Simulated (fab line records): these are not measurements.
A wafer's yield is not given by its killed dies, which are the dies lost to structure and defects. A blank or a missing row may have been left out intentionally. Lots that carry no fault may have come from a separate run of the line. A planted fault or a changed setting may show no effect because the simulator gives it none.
Chamber matching || flow nandHarc || NHARC_A_SLIT_ETCH_24 on rieDiel-05 has 4 sister chambers
The step etches the open film in CF4/CHF3, target depth 121 nm, time 60.5 s. 8 wafers are shown with their chamber, then 10 later ones without.

WAFERS WITH THEIR CHAMBER
{"wafer": "L081.4", "chamber": 1, "drypumpMotorCurrentA (A)": 5.7, "showerheadPlenumPTorr (Torr)": 1.52}
{"wafer": "L083.5", "chamber": 0, "drypumpMotorCurrentA (A)": 4.8, "showerheadPlenumPTorr (Torr)": 1.52}
{"wafer": "L086.4", "chamber": 2, "drypumpMotorCurrentA (A)": 5.6, "showerheadPlenumPTorr (Torr)": 1.62}
{"wafer": "L086.5", "chamber": 3, "drypumpMotorCurrentA (A)": 6.6, "showerheadPlenumPTorr (Torr)": 1.53}
{"wafer": "L090.2", "chamber": 3, "drypumpMotorCurrentA (A)": 6.6, "showerheadPlenumPTorr (Torr)": 1.53}
{"wafer": "L090.4", "chamber": 0, "drypumpMotorCurrentA (A)": 4.8, "showerheadPlenumPTorr (Torr)": 1.51}
{"wafer": "L090.5", "chamber": 1, "drypumpMotorCurrentA (A)": 5.7, "showerheadPlenumPTorr (Torr)": 1.52}
{"wafer": "L089.4", "chamber": 2, "drypumpMotorCurrentA (A)": 5.5, "showerheadPlenumPTorr (Torr)": 1.62}

WAFERS WITH NO CHAMBER GIVEN
{"wafer": "L089.5", "drypumpMotorCurrentA (A)": 4.8, "showerheadPlenumPTorr (Torr)": 1.51}
{"wafer": "L089.6", "drypumpMotorCurrentA (A)": 6.6, "showerheadPlenumPTorr (Torr)": 1.53}
{"wafer": "L093.1", "drypumpMotorCurrentA (A)": 4.8, "showerheadPlenumPTorr (Torr)": 1.51}
{"wafer": "L093.5", "drypumpMotorCurrentA (A)": 5.5, "showerheadPlenumPTorr (Torr)": 1.61}
{"wafer": "L093.6", "drypumpMotorCurrentA (A)": 4.8, "showerheadPlenumPTorr (Torr)": 1.51}
{"wafer": "L096.2", "drypumpMotorCurrentA (A)": 5.6, "showerheadPlenumPTorr (Torr)": 1.61}
{"wafer": "L096.5", "drypumpMotorCurrentA (A)": 5.6, "showerheadPlenumPTorr (Torr)": 1.61}
{"wafer": "L095.3", "drypumpMotorCurrentA (A)": 4.9, "showerheadPlenumPTorr (Torr)": 1.51}
{"wafer": "L095.5", "drypumpMotorCurrentA (A)": 6.6, "showerheadPlenumPTorr (Torr)": 1.53}
{"wafer": "L095.6", "drypumpMotorCurrentA (A)": 5.5, "showerheadPlenumPTorr (Torr)": 1.61}

CHAMBER TAKEN BY EACH
{"wafer": "L089.5", "from the rows above": 0, "in truth": 0}
{"wafer": "L089.6", "from the rows above": 3, "in truth": 3}
{"wafer": "L093.1", "from the rows above": 0, "in truth": 0}
{"wafer": "L093.5", "from the rows above": 2, "in truth": 2}
{"wafer": "L093.6", "from the rows above": 0, "in truth": 0}
{"wafer": "L096.2", "from the rows above": 2, "in truth": 2}
{"wafer": "L096.5", "from the rows above": 2, "in truth": 2}
{"wafer": "L095.3", "from the rows above": 0, "in truth": 0}
{"wafer": "L095.5", "from the rows above": 3, "in truth": 3}
{"wafer": "L095.6", "from the rows above": 2, "in truth": 2}
Correctly placed: 10 of 10. Not placeable from these rows: 0. Number placed wrongly: 0.
How it was worked out, from the rows above alone: a wafer's distance from a chamber is the root of the sum, over the readings, of the square of ((its reading less the chamber's mean) divided by the reading's scatter). The wafer belongs to the nearest chamber; if the next one is less than 2 further off, it can't be placed. A chamber's mean is the mean of its shown wafers. The scatter: the root of (the sum of the squares of (reading less its chamber's mean) over the shown wafers, divided by (wafers less chambers)).
